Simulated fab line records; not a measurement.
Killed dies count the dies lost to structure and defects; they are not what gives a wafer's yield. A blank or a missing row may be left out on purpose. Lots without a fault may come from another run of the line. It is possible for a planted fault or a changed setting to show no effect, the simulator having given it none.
fab line records :: flow nand_harc
record
  lots=15
  wafers=43
  last_day=24
route steps=1159 shown P_ZERO_WELL@14 P_GATE@155 P_CONTACT@218
lots that met no fault: from a run of the same line without faults
start_h: hours from the record's first day to the start of the lot's first wafer shown :: wait_h: hours from the lot's prior step to this one :: " as in the row above :: L1.1+2: a single row standing in for several wafers :: - no value, or no start given :: * or withheld: withheld :: < > ~ a bound
route shown NAME@n: names a module that has steps shown in the file, with the first one's number in the route :: usual: mean/standard deviation of fault-free wafers :: same: alike in all rows :: chamber/n: place in a boat :: sites: the reading at each site :: _std_site: their standard deviation :: _edge_site: outer sites' mean less inner sites' :: radius_mm: for every site, how far away it sits from the centre of the wafer :: mask NAME#n: copy n :: behind: tool/chamber where the wafer was last shaped :: hold: what put the lot on hold/how long, in hours/how the hold closed :: device: the n, p or np transistor that did not switch :: end of line: the same wafers' tests at the end of the route :: step lacking rows: just its recipe :: killed: not the wafer's yield, but the dies lost to structure and defects at the first sort :: map: a wafer's dies, x killed, . not, _ none there
set.NAME: setting as actually run; set.NAME@STEP: the setting as run at that earlier step :: model.NAME: the simulator's own value behind a step, which no gauge read
a sample of lots followed through the steps of the route, with each step as a table and each wafer as a row
services: the hour from which a tool's chamber was out of use, counted from the record's first day as start_h (under 0 if before that day), plus the number of hours and why
## steps
# step NHARC_P_ZERO_WELL_CD_MEAS_11
# recipe
  target_cd_nm=500
  landing_energy_ev=500
# usual
  cd_nm=500.4/2.6
lot.wafer: L176.1
tool: cd_sem-01
chamber: 0
start_h: 13.23
wait_h: -
cd_nm: 501.7

lot.wafer: L176.3
tool: cd_sem-01
chamber: 0
start_h: 13.23
wait_h: -
cd_nm: 503.4

lot.wafer: L176.5
tool: cd_sem-01
chamber: 0
start_h: 13.23
wait_h: -
cd_nm: 497.0

lot.wafer: L177.1
tool: cd_sem-01
chamber: 0
start_h: 19.11
wait_h: -
cd_nm: 501.9

lot.wafer: L177.2
tool: cd_sem-01
chamber: 0
start_h: 19.11
wait_h: -
cd_nm: 498.5

lot.wafer: L177.3
tool: cd_sem-01
chamber: 0
start_h: 19.11
wait_h: -
cd_nm: 505.5

lot.wafer: L178.2
tool: cd_sem-03
chamber: 0
start_h: 25.12
wait_h: -
cd_nm: 503.9

lot.wafer: L178.3
tool: cd_sem-03
chamber: 0
start_h: 25.12
wait_h: -
cd_nm: 497.5

lot.wafer: L178.6
tool: cd_sem-03
chamber: 0
start_h: 25.12
wait_h: -
cd_nm: 498.9

lot.wafer: L179.1
tool: cd_sem-03
chamber: 0
start_h: 31.12
wait_h: -
cd_nm: 497.2

lot.wafer: L179.2
tool: cd_sem-03
chamber: 0
start_h: 31.12
wait_h: -
cd_nm: 501.2

lot.wafer: L179.3
tool: cd_sem-03
chamber: 0
start_h: 31.12
wait_h: -
cd_nm: 503.1

lot.wafer: L181.3
tool: cd_sem-01
chamber: 0
start_h: 43.24
wait_h: -
cd_nm: 503.5

lot.wafer: L181.4
tool: cd_sem-01
chamber: 0
start_h: 43.24
wait_h: -
cd_nm: 506.9

lot.wafer: L181.6
tool: cd_sem-01
chamber: 0
start_h: 43.24
wait_h: -
cd_nm: 504.0

lot.wafer: L183.1
tool: cd_sem-01
chamber: 0
start_h: 55.24
wait_h: -
cd_nm: 499.3

lot.wafer: L183.2
tool: cd_sem-01
chamber: 0
start_h: 55.24
wait_h: -
cd_nm: 501.8

lot.wafer: L183.4
tool: cd_sem-01
chamber: 0
start_h: 55.24
wait_h: -
cd_nm: 498.3

lot.wafer: L186.3
tool: cd_sem-01
chamber: 0
start_h: 73.25
wait_h: -
cd_nm: 501.8

lot.wafer: L186.4
tool: cd_sem-01
chamber: 0
start_h: 73.25
wait_h: -
cd_nm: 496.8

lot.wafer: L186.5
tool: cd_sem-01
chamber: 0
start_h: 73.25
wait_h: -
cd_nm: 499.4

lot.wafer: L187.2
tool: cd_sem-01
chamber: 0
start_h: 79.30
wait_h: -
cd_nm: 499.7

lot.wafer: L187.3
tool: cd_sem-01
chamber: 0
start_h: 79.30
wait_h: -
cd_nm: 502.3

lot.wafer: L187.6
tool: cd_sem-01
chamber: 0
start_h: 79.30
wait_h: -
cd_nm: 502.2

lot.wafer: L189.5
tool: cd_sem-02
chamber: 0
start_h: 91.17
wait_h: -
cd_nm: 506.8

lot.wafer: L189.6
tool: cd_sem-02
chamber: 0
start_h: 91.17
wait_h: -
cd_nm: 500.8

lot.wafer: L190.1
tool: cd_sem-02
chamber: 0
start_h: 97.24
wait_h: -
cd_nm: 499.5

lot.wafer: L190.2
tool: cd_sem-02
chamber: 0
start_h: 97.24
wait_h: -
cd_nm: 500.0

lot.wafer: L190.4
tool: cd_sem-02
chamber: 0
start_h: 97.24
wait_h: -
cd_nm: 501.7

lot.wafer: L193.2
tool: cd_sem-03
chamber: 0
start_h: 115.12
wait_h: -
cd_nm: 504.7

lot.wafer: L193.4
tool: cd_sem-03
chamber: 0
start_h: 115.12
wait_h: -
cd_nm: 501.6

lot.wafer: L193.5
tool: cd_sem-03
chamber: 0
start_h: 115.12
wait_h: -
cd_nm: 497.1

lot.wafer: L194.5
tool: cd_sem-02
chamber: 0
start_h: 121.12
wait_h: -
cd_nm: 506.6

lot.wafer: L194.6
tool: cd_sem-02
chamber: 0
start_h: 121.12
wait_h: -
cd_nm: 502.7

lot.wafer: L195.1
tool: cd_sem-01
chamber: 0
start_h: 127.11
wait_h: -
cd_nm: 502.2

lot.wafer: L195.2
tool: cd_sem-01
chamber: 0
start_h: 127.11
wait_h: -
cd_nm: 496.9

lot.wafer: L195.3
tool: cd_sem-01
chamber: 0
start_h: 127.11
wait_h: -
cd_nm: 499.8

lot.wafer: L196.1
tool: cd_sem-01
chamber: 0
start_h: 133.24
wait_h: -
cd_nm: 499.0

lot.wafer: L196.2
tool: cd_sem-01
chamber: 0
start_h: 133.24
wait_h: -
cd_nm: 498.4

lot.wafer: L196.3
tool: cd_sem-01
chamber: 0
start_h: 133.24
wait_h: -
cd_nm: 499.7

lot.wafer: L199.1
tool: cd_sem-03
chamber: 0
start_h: 151.30
wait_h: -
cd_nm: 500.6

lot.wafer: L199.4
tool: cd_sem-03
chamber: 0
start_h: 151.30
wait_h: -
cd_nm: 494.6

lot.wafer: L199.5
tool: cd_sem-03
chamber: 0
start_h: 151.30
wait_h: -
cd_nm: 497.1
# step NHARC_P_GATE_ALD_36
# recipe
  target_thk_a=200
  pulse_time_s=60
  ald_cycles=223
  temp_c=400
  material=SiNx
# usual
  ald_cycles=223/0
  heater_power_w=840/97
  precursor_pulse_height_rel=1.000/0.02
lot.wafer: L176.3
tool: ald_sin-02
chamber: 3
start_h: 85.07
wait_h: -
ald_cycles: 223
heater_power_w: 751
precursor_pulse_height_rel: 1.002

lot.wafer: L176.1
tool: ald_sin-02
chamber: 0
start_h: 86.13
wait_h: -
ald_cycles: 223
heater_power_w: 787
precursor_pulse_height_rel: 1.004

lot.wafer: L176.5
tool: ald_sin-02
chamber: 2
start_h: 88.27
wait_h: -
ald_cycles: 223
heater_power_w: 921
precursor_pulse_height_rel: 1.010

lot.wafer: L177.2
tool: ald_sin-01
chamber: 3
start_h: 96.65
wait_h: -
ald_cycles: 223
heater_power_w: 792
precursor_pulse_height_rel: 1.024

lot.wafer: L177.3
tool: ald_sin-01
chamber: 0
start_h: 97.69
wait_h: -
ald_cycles: 223
heater_power_w: 910
precursor_pulse_height_rel: 0.980

lot.wafer: L177.1
tool: ald_sin-01
chamber: 1
start_h: 98.74
wait_h: -
ald_cycles: 223
heater_power_w: 654
precursor_pulse_height_rel: 0.980

lot.wafer: L179.2
tool: ald_sin-01
chamber: 2
start_h: 108.78
wait_h: -
ald_cycles: 223
heater_power_w: 850
precursor_pulse_height_rel: 1.013

lot.wafer: L179.1
tool: ald_sin-01
chamber: 3
start_h: 109.85
wait_h: -
ald_cycles: 223
heater_power_w: 791
precursor_pulse_height_rel: 0.982

lot.wafer: L179.3
tool: ald_sin-01
chamber: 0
start_h: 110.92
wait_h: -
ald_cycles: 223
heater_power_w: 890
precursor_pulse_height_rel: 0.996

lot.wafer: L178.2
tool: ald_sin-03
chamber: 2
start_h: 109.75
wait_h: -
ald_cycles: 223
heater_power_w: 1076
precursor_pulse_height_rel: 1.012

lot.wafer: L178.3
tool: ald_sin-03
chamber: 0
start_h: 111.85
wait_h: -
ald_cycles: 223
heater_power_w: 899
precursor_pulse_height_rel: 0.994

lot.wafer: L178.6
tool: ald_sin-03
chamber: 2
start_h: 113.96
wait_h: -
ald_cycles: 223
heater_power_w: 1082
precursor_pulse_height_rel: 1.009

lot.wafer: L181.3
tool: ald_sin-01
chamber: 3
start_h: 123.29
wait_h: -
ald_cycles: 223
heater_power_w: 797
precursor_pulse_height_rel: 0.993

lot.wafer: L181.4
tool: ald_sin-01
chamber: 0
start_h: 128.97
wait_h: -
ald_cycles: 223
heater_power_w: 907
precursor_pulse_height_rel: 0.993

lot.wafer: L181.6
tool: ald_sin-01
chamber: 1
start_h: 130.39
wait_h: -
ald_cycles: 223
heater_power_w: 637
precursor_pulse_height_rel: 0.978

lot.wafer: L183.1
tool: ald_sin-02
chamber: 0
start_h: 134.19
wait_h: -
ald_cycles: 223
heater_power_w: 787
precursor_pulse_height_rel: 0.991

lot.wafer: L183.2
tool: ald_sin-02
chamber: 2
start_h: 135.58
wait_h: -
ald_cycles: 223
heater_power_w: 909
precursor_pulse_height_rel: 0.997

lot.wafer: L183.4
tool: ald_sin-02
chamber: 2
start_h: 139.76
wait_h: -
ald_cycles: 223
heater_power_w: 903
precursor_pulse_height_rel: 1.013

lot.wafer: L187.3
tool: ald_sin-02
chamber: 3
start_h: 152.71
wait_h: -
ald_cycles: 223
heater_power_w: 785
precursor_pulse_height_rel: 1.009

lot.wafer: L187.2
tool: ald_sin-02
chamber: 1
start_h: 154.85
wait_h: -
ald_cycles: 223
heater_power_w: 818
precursor_pulse_height_rel: 0.972

lot.wafer: L187.6
tool: ald_sin-02
chamber: 3
start_h: 156.98
wait_h: -
ald_cycles: 223
heater_power_w: 772
precursor_pulse_height_rel: 1.035

lot.wafer: L186.3
tool: ald_sin-01
chamber: 1
start_h: 157.30
wait_h: -
ald_cycles: 223
heater_power_w: 644
precursor_pulse_height_rel: 1.000

lot.wafer: L186.4
tool: ald_sin-01
chamber: 3
start_h: 159.44
wait_h: -
ald_cycles: 223
heater_power_w: 757
precursor_pulse_height_rel: 0.998

lot.wafer: L186.5
tool: ald_sin-01
chamber: 0
start_h: 160.50
wait_h: -
ald_cycles: 223
heater_power_w: 840
precursor_pulse_height_rel: 1.012

lot.wafer: L189.5
tool: ald_sin-02
chamber: 1
start_h: 169.93
wait_h: -
ald_cycles: 223
heater_power_w: 831
precursor_pulse_height_rel: 0.971

lot.wafer: L189.6
tool: ald_sin-02
chamber: 2
start_h: 171.00
wait_h: -
ald_cycles: 208
heater_power_w: 915
precursor_pulse_height_rel: 1.000

lot.wafer: L190.1
tool: ald_sin-02
chamber: 0
start_h: 174.24
wait_h: -
ald_cycles: 223
heater_power_w: 809
precursor_pulse_height_rel: 1.009

lot.wafer: L190.2
tool: ald_sin-02
chamber: 3
start_h: 177.09
wait_h: -
ald_cycles: 208
heater_power_w: 759
precursor_pulse_height_rel: 0.979

lot.wafer: L190.4
tool: ald_sin-02
chamber: 3
start_h: 181.35
wait_h: -
ald_cycles: 223
heater_power_w: 783
precursor_pulse_height_rel: 0.982

lot.wafer: L193.4
tool: ald_sin-01
chamber: 3
start_h: 188.75
wait_h: -
ald_cycles: 223
heater_power_w: 768
precursor_pulse_height_rel: 0.986

lot.wafer: L193.2
tool: ald_sin-01
chamber: 1
start_h: 190.85
wait_h: -
ald_cycles: 223
heater_power_w: 665
precursor_pulse_height_rel: 0.961

lot.wafer: L193.5
tool: ald_sin-01
chamber: 3
start_h: 192.96
wait_h: -
ald_cycles: 223
heater_power_w: 752
precursor_pulse_height_rel: 1.012

lot.wafer: L194.6
tool: ald_sin-02
chamber: 0
start_h: 204.38
wait_h: -
ald_cycles: 208
heater_power_w: 792
precursor_pulse_height_rel: 0.989

lot.wafer: L194.5
tool: ald_sin-02
chamber: 1
start_h: 205.43
wait_h: -
ald_cycles: 223
heater_power_w: 824
precursor_pulse_height_rel: 0.959

lot.wafer: L195.3
tool: ald_sin-03
chamber: 3
start_h: 204.64
wait_h: -
ald_cycles: 223
heater_power_w: 764
precursor_pulse_height_rel: 1.038

lot.wafer: L195.2
tool: ald_sin-03
chamber: 0
start_h: 205.71
wait_h: -
ald_cycles: 223
heater_power_w: 913
precursor_pulse_height_rel: 1.057

lot.wafer: L195.1
tool: ald_sin-03
chamber: 2
start_h: 207.84
wait_h: -
ald_cycles: 223
heater_power_w: 1024
precursor_pulse_height_rel: 1.038

lot.wafer: L196.2
tool: ald_sin-01
chamber: 0
start_h: 211.71
wait_h: -
ald_cycles: 223
heater_power_w: 862
precursor_pulse_height_rel: 0.997

lot.wafer: L196.3
tool: ald_sin-01
chamber: 1
start_h: 213.12
wait_h: -
ald_cycles: 223
heater_power_w: 677
precursor_pulse_height_rel: 0.972

lot.wafer: L196.1
tool: ald_sin-01
chamber: 2
start_h: 214.53
wait_h: -
ald_cycles: 223
heater_power_w: 858
precursor_pulse_height_rel: 1.001

lot.wafer: L199.1
tool: ald_sin-01
chamber: 2
start_h: 223.67
wait_h: -
ald_cycles: 223
heater_power_w: 844
precursor_pulse_height_rel: 0.991

lot.wafer: L199.4
tool: ald_sin-01
chamber: 3
start_h: 224.74
wait_h: -
ald_cycles: 223
heater_power_w: 748
precursor_pulse_height_rel: 1.021

lot.wafer: L199.5
tool: ald_sin-01
chamber: 2
start_h: 227.92
wait_h: -
ald_cycles: 223
heater_power_w: 861
precursor_pulse_height_rel: 1.005
# step NHARC_P_GATE_CD_MEAS_59
# recipe
  target_cd_nm=720
  landing_energy_ev=500
# usual
  cd_nm=718.1/2.7
lot.wafer: L176.1
tool: cd_sem-02
chamber: 0
start_h: 95.18
wait_h: -
cd_nm: 722.1

lot.wafer: L176.3
tool: cd_sem-02
chamber: 0
start_h: 95.18
wait_h: -
cd_nm: 714.8

lot.wafer: L176.5
tool: cd_sem-02
chamber: 0
start_h: 95.18
wait_h: -
cd_nm: 717.9

lot.wafer: L177.1
tool: cd_sem-03
chamber: 0
start_h: 107.74
wait_h: -
cd_nm: 723.5

lot.wafer: L177.2
tool: cd_sem-03
chamber: 0
start_h: 107.74
wait_h: -
cd_nm: 719.9

lot.wafer: L177.3
tool: cd_sem-03
chamber: 0
start_h: 107.74
wait_h: -
cd_nm: 717.5

lot.wafer: L178.2
tool: cd_sem-02
chamber: 0
start_h: 120.84
wait_h: -
cd_nm: 717.4

lot.wafer: L178.3
tool: cd_sem-02
chamber: 0
start_h: 120.84
wait_h: -
cd_nm: 715.4

lot.wafer: L178.6
tool: cd_sem-02
chamber: 0
start_h: 120.84
wait_h: -
cd_nm: 718.6

lot.wafer: L179.1
tool: cd_sem-01
chamber: 0
start_h: 121.16
wait_h: -
cd_nm: 719.1

lot.wafer: L179.2
tool: cd_sem-01
chamber: 0
start_h: 121.16
wait_h: -
cd_nm: 722.1

lot.wafer: L179.3
tool: cd_sem-01
chamber: 0
start_h: 121.16
wait_h: -
cd_nm: 719.3

lot.wafer: L181.3
tool: cd_sem-01
chamber: 0
start_h: 137.64
wait_h: -
cd_nm: 721.6

lot.wafer: L181.4
tool: cd_sem-01
chamber: 0
start_h: 137.64
wait_h: -
cd_nm: 719.1

lot.wafer: L181.6
tool: cd_sem-01
chamber: 0
start_h: 137.64
wait_h: -
cd_nm: 719.9

lot.wafer: L183.1
tool: cd_sem-03
chamber: 0
start_h: 148.42
wait_h: -
cd_nm: 719.1

lot.wafer: L183.2
tool: cd_sem-03
chamber: 0
start_h: 148.42
wait_h: -
cd_nm: 721.5

lot.wafer: L183.4
tool: cd_sem-03
chamber: 0
start_h: 148.42
wait_h: -
cd_nm: 719.8

lot.wafer: L187.2
tool: cd_sem-03
chamber: 0
start_h: 164.25
wait_h: -
cd_nm: 719.5

lot.wafer: L187.3
tool: cd_sem-03
chamber: 0
start_h: 164.25
wait_h: -
cd_nm: 720.6

lot.wafer: L187.6
tool: cd_sem-03
chamber: 0
start_h: 164.25
wait_h: -
cd_nm: 721.4

lot.wafer: L186.3
tool: cd_sem-03
chamber: 0
start_h: 168.83
wait_h: -
cd_nm: 723.0

lot.wafer: L186.4
tool: cd_sem-03
chamber: 0
start_h: 168.83
wait_h: -
cd_nm: 720.1

lot.wafer: L186.5
tool: cd_sem-03
chamber: 0
start_h: 168.83
wait_h: -
cd_nm: 714.9

lot.wafer: L189.5
tool: cd_sem-02
chamber: 0
start_h: 178.04
wait_h: -
cd_nm: 718.3

lot.wafer: L189.6
tool: cd_sem-02
chamber: 0
start_h: 178.04
wait_h: -
cd_nm: 713.7

lot.wafer: L190.1
tool: cd_sem-02
chamber: 0
start_h: 188.74
wait_h: -
cd_nm: 720.1

lot.wafer: L190.2
tool: cd_sem-02
chamber: 0
start_h: 188.74
wait_h: -
cd_nm: 718.6

lot.wafer: L190.4
tool: cd_sem-02
chamber: 0
start_h: 188.74
wait_h: -
cd_nm: 721.0

lot.wafer: L193.2
tool: cd_sem-03
chamber: 0
start_h: 201.01
wait_h: -
cd_nm: 719.9

lot.wafer: L193.4
tool: cd_sem-03
chamber: 0
start_h: 201.01
wait_h: -
cd_nm: 723.0

lot.wafer: L193.5
tool: cd_sem-03
chamber: 0
start_h: 201.01
wait_h: -
cd_nm: 723.2

lot.wafer: L194.5
tool: cd_sem-03
chamber: 0
start_h: 212.79
wait_h: -
cd_nm: 714.6

lot.wafer: L194.6
tool: cd_sem-03
chamber: 0
start_h: 212.79
wait_h: -
cd_nm: 717.5

lot.wafer: L195.1
tool: cd_sem-02
chamber: 0
start_h: 216.87
wait_h: -
cd_nm: 722.0

lot.wafer: L195.2
tool: cd_sem-02
chamber: 0
start_h: 216.87
wait_h: -
cd_nm: 719.9

lot.wafer: L195.3
tool: cd_sem-02
chamber: 0
start_h: 216.87
wait_h: -
cd_nm: 716.2

lot.wafer: L196.1
tool: cd_sem-01
chamber: 0
start_h: 225.98
wait_h: -
cd_nm: 719.1

lot.wafer: L196.2
tool: cd_sem-01
chamber: 0
start_h: 225.98
wait_h: -
cd_nm: 717.2

lot.wafer: L196.3
tool: cd_sem-01
chamber: 0
start_h: 225.98
wait_h: -
cd_nm: 715.6

lot.wafer: L199.1
tool: cd_sem-01
chamber: 0
start_h: 236.23
wait_h: -
cd_nm: 715.2

lot.wafer: L199.4
tool: cd_sem-01
chamber: 0
start_h: 236.23
wait_h: -
cd_nm: 714.6

lot.wafer: L199.5
tool: cd_sem-01
chamber: 0
start_h: 236.23
wait_h: -
cd_nm: 720.2
# step NHARC_P_CONTACT_DEP_00
# recipe
  target_thk_a=5000
  temp_c=400
  pressure_torr=6.5
  rf_w=900
  teos_flow_sccm=161.4
  flow_sccm=2650
  target_thk_nm=500
  gas=O2
  material=SiO2
# usual
  heater_power_w=579/71
  throttle_valve_pct=16.1/0.33
lot.wafer: L176.3
tool: pecvd-01
chamber: 2
start_h: -
wait_h: -
heater_power_w: 574
throttle_valve_pct: 15.7

lot.wafer: L176.1
tool: pecvd-01
chamber: 1
start_h: -
wait_h: -
heater_power_w: 605
throttle_valve_pct: 16.1

lot.wafer: L176.5
tool: pecvd-01
chamber: 1
start_h: -
wait_h: -
heater_power_w: 648
throttle_valve_pct: 16.0

lot.wafer: L177.1
tool: pecvd-04
chamber: 1
start_h: -
wait_h: -
heater_power_w: 557
throttle_valve_pct: 15.6

lot.wafer: L177.2
tool: pecvd-04
chamber: 2
start_h: -
wait_h: -
heater_power_w: 487
throttle_valve_pct: 16.8

lot.wafer: L177.3
tool: pecvd-04
chamber: 0
start_h: -
wait_h: -
heater_power_w: 531
throttle_valve_pct: 15.6

lot.wafer: L178.3
tool: pecvd-01
chamber: 0
start_h: -
wait_h: -
heater_power_w: 561
throttle_valve_pct: 16.0

lot.wafer: L178.2
tool: pecvd-01
chamber: 1
start_h: -
wait_h: -
heater_power_w: 742
throttle_valve_pct: 16.0

lot.wafer: L178.6
tool: pecvd-01
chamber: 2
start_h: -
wait_h: -
heater_power_w: 622
throttle_valve_pct: 15.9

lot.wafer: L179.3
tool: pecvd-04
chamber: 1
start_h: -
wait_h: -
heater_power_w: 546
throttle_valve_pct: 15.5

lot.wafer: L179.2
tool: pecvd-04
chamber: 2
start_h: -
wait_h: -
heater_power_w: 538
throttle_valve_pct: 16.7

lot.wafer: L179.1
tool: pecvd-04
chamber: 0
start_h: -
wait_h: -
heater_power_w: 659
throttle_valve_pct: 15.6

lot.wafer: L181.3
tool: pecvd-01
chamber: 0
start_h: -
wait_h: -
heater_power_w: 484
throttle_valve_pct: 16.1

lot.wafer: L181.4
tool: pecvd-01
chamber: 1
start_h: -
wait_h: -
heater_power_w: 636
throttle_valve_pct: 16.3

lot.wafer: L181.6
tool: pecvd-01
chamber: 2
start_h: -
wait_h: -
heater_power_w: 658
throttle_valve_pct: 15.8

lot.wafer: L183.1
tool: pecvd-01
chamber: 0
start_h: -
wait_h: -
heater_power_w: 511
throttle_valve_pct: 16.4

lot.wafer: L183.2
tool: pecvd-01
chamber: 1
start_h: -
wait_h: -
heater_power_w: 692
throttle_valve_pct: 15.8

lot.wafer: L183.4
tool: pecvd-01
chamber: 0
start_h: -
wait_h: -
heater_power_w: 543
throttle_valve_pct: 16.0

lot.wafer: L187.3
tool: pecvd-04
chamber: 0
start_h: -
wait_h: -
heater_power_w: 597
throttle_valve_pct: 15.5

lot.wafer: L187.2
tool: pecvd-04
chamber: 2
start_h: -
wait_h: -
heater_power_w: 465
throttle_valve_pct: 16.9

lot.wafer: L187.6
tool: pecvd-04
chamber: 1
start_h: -
wait_h: -
heater_power_w: 456
throttle_valve_pct: 15.6

lot.wafer: L186.3
tool: pecvd-03
chamber: 1
start_h: -
wait_h: -
heater_power_w: 629
throttle_valve_pct: 16.3

lot.wafer: L186.4
tool: pecvd-03
chamber: 0
start_h: -
wait_h: -
heater_power_w: 520
throttle_valve_pct: 16.1

lot.wafer: L186.5
tool: pecvd-03
chamber: 1
start_h: -
wait_h: -
heater_power_w: 677
throttle_valve_pct: 16.6

lot.wafer: L189.6
tool: pecvd-01
chamber: 0
start_h: -
wait_h: -
heater_power_w: 576
throttle_valve_pct: 16.3

lot.wafer: L189.5
tool: pecvd-01
chamber: 2
start_h: -
wait_h: -
heater_power_w: 590
throttle_valve_pct: 15.9

lot.wafer: L190.1
tool: pecvd-04
chamber: 1
start_h: -
wait_h: -
heater_power_w: 587
throttle_valve_pct: 15.7

lot.wafer: L190.2
tool: pecvd-04
chamber: 2
start_h: -
wait_h: -
heater_power_w: 396
throttle_valve_pct: 16.8

lot.wafer: L190.4
tool: pecvd-04
chamber: 2
start_h: -
wait_h: -
heater_power_w: 455
throttle_valve_pct: 16.9

lot.wafer: L193.2
tool: pecvd-01
chamber: 0
start_h: -
wait_h: -
heater_power_w: 554
throttle_valve_pct: 16.0

lot.wafer: L193.5
tool: pecvd-01
chamber: 2
start_h: -
wait_h: -
heater_power_w: 614
throttle_valve_pct: 15.7

lot.wafer: L193.4
tool: pecvd-01
chamber: 1
start_h: -
wait_h: -
heater_power_w: 691
throttle_valve_pct: 16.3

lot.wafer: L194.6
tool: pecvd-01
chamber: 2
start_h: -
wait_h: -
heater_power_w: 656
throttle_valve_pct: 15.9

lot.wafer: L194.5
tool: pecvd-01
chamber: 0
start_h: -
wait_h: -
heater_power_w: 560
throttle_valve_pct: 16.2

lot.wafer: L195.1
tool: pecvd-03
chamber: 1
start_h: -
wait_h: -
heater_power_w: 678
throttle_valve_pct: 16.6

lot.wafer: L195.2
tool: pecvd-03
chamber: 2
start_h: -
wait_h: -
heater_power_w: 535
throttle_valve_pct: 16.3

lot.wafer: L195.3
tool: pecvd-03
chamber: 0
start_h: -
wait_h: -
heater_power_w: 523
throttle_valve_pct: 16.3

lot.wafer: L196.2
tool: pecvd-01
chamber: 1
start_h: -
wait_h: -
heater_power_w: 706
throttle_valve_pct: 16.3

lot.wafer: L196.1
tool: pecvd-01
chamber: 2
start_h: -
wait_h: -
heater_power_w: 608
throttle_valve_pct: 15.9

lot.wafer: L196.3
tool: pecvd-01
chamber: 0
start_h: -
wait_h: -
heater_power_w: 547
throttle_valve_pct: 16.2

lot.wafer: L199.1
tool: pecvd-03
chamber: 0
start_h: -
wait_h: -
heater_power_w: 508
throttle_valve_pct: 16.1

lot.wafer: L199.4
tool: pecvd-03
chamber: 1
start_h: -
wait_h: -
heater_power_w: 630
throttle_valve_pct: 16.5

lot.wafer: L199.5
tool: pecvd-03
chamber: 2
start_h: -
wait_h: -
heater_power_w: 642
throttle_valve_pct: 16.3
## services
tool: ald_sin-01
chamber: 1
start_h: 64.45
hours: 5.3
kind: repair

tool: pecvd-03
chamber: -
start_h: 64.93
hours: 1.1
kind: repair

tool: pecvd-01
chamber: 0
start_h: 69.00
hours: -
kind: clean

tool: pecvd-01
chamber: 1
start_h: 69.00
hours: -
kind: clean

tool: pecvd-01
chamber: 2
start_h: 69.00
hours: -
kind: clean

tool: pecvd-03
chamber: -
start_h: 111.01
hours: 13.0
kind: pm

tool: ald_sin-01
chamber: 2
start_h: 123.21
hours: 9.1
kind: repair

tool: ald_sin-03
chamber: -
start_h: 126.27
hours: 0.7
kind: repair

tool: ald_sin-02
chamber: 1
start_h: 132.87
hours: 7.7
kind: repair

tool: ald_sin-01
chamber: -
start_h: 146.24
hours: 10.0
kind: pm

tool: ald_sin-01
chamber: 0
start_h: 146.24
hours: 10.0
kind: vent_cycle

tool: ald_sin-01
chamber: 1
start_h: 146.24
hours: 10.0
kind: vent_cycle

tool: ald_sin-01
chamber: 2
start_h: 146.24
hours: 10.0
kind: vent_cycle

tool: ald_sin-01
chamber: 3
start_h: 146.24
hours: 10.0
kind: vent_cycle

tool: ald_sin-01
chamber: 0
start_h: 156.24
hours: -
kind: clean

tool: ald_sin-01
chamber: 1
start_h: 156.24
hours: -
kind: clean

tool: ald_sin-01
chamber: 2
start_h: 156.24
hours: -
kind: clean

tool: ald_sin-01
chamber: 3
start_h: 156.24
hours: -
kind: clean

tool: pecvd-04
chamber: -
start_h: 195.09
hours: 13.0
kind: pm

tool: ald_sin-02
chamber: 0
start_h: 228.21
hours: 10.0
kind: vent_cycle

tool: pecvd-01
chamber: -
start_h: 237.05
hours: 13.0
kind: pm

tool: pecvd-01
chamber: 0
start_h: 237.05
hours: 13.0
kind: vent_cycle

tool: pecvd-01
chamber: 1
start_h: 237.05
hours: 13.0
kind: vent_cycle

tool: pecvd-01
chamber: 2
start_h: 237.05
hours: 13.0
kind: vent_cycle
## key
first_sign
  step=NHARC_P_GATE_ALD_36
  reading=ald_cycles
  direction=down
  sigmas=99+
  usual=223
  struck=208
effect none on later readings
met_at NHARC_P_GATE_ALD_36
struck_lots L189,L190,L194
struck_wafers L189.6,L190.2,L194.6
tester_left_out L189,L190,L194
not_acting_at NHARC_P_ZERO_WELL_CD_MEAS_11,NHARC_P_GATE_CD_MEAS_59,NHARC_P_CONTACT_DEP_00
onset_between 152.71 169.93
fault
  kind=process_parameter_drift
  tool=ald_sin-02
  chamber=-
  onset_h=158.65
  steps=NHARC_P_GATE_ALD_36
  channel=ald_cycles
  offset=-15
  shape=step
  end_h=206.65
  scope=struck_wafers_only
  stated=223
# tester_left_out: of these lots the tester's yield and bins aren't shown, on N5 and GAA mostly nor the transistor test; their killed dies are dies lost to structure and defects alone, not to doping, threshold or leakage, so they don't give the yield
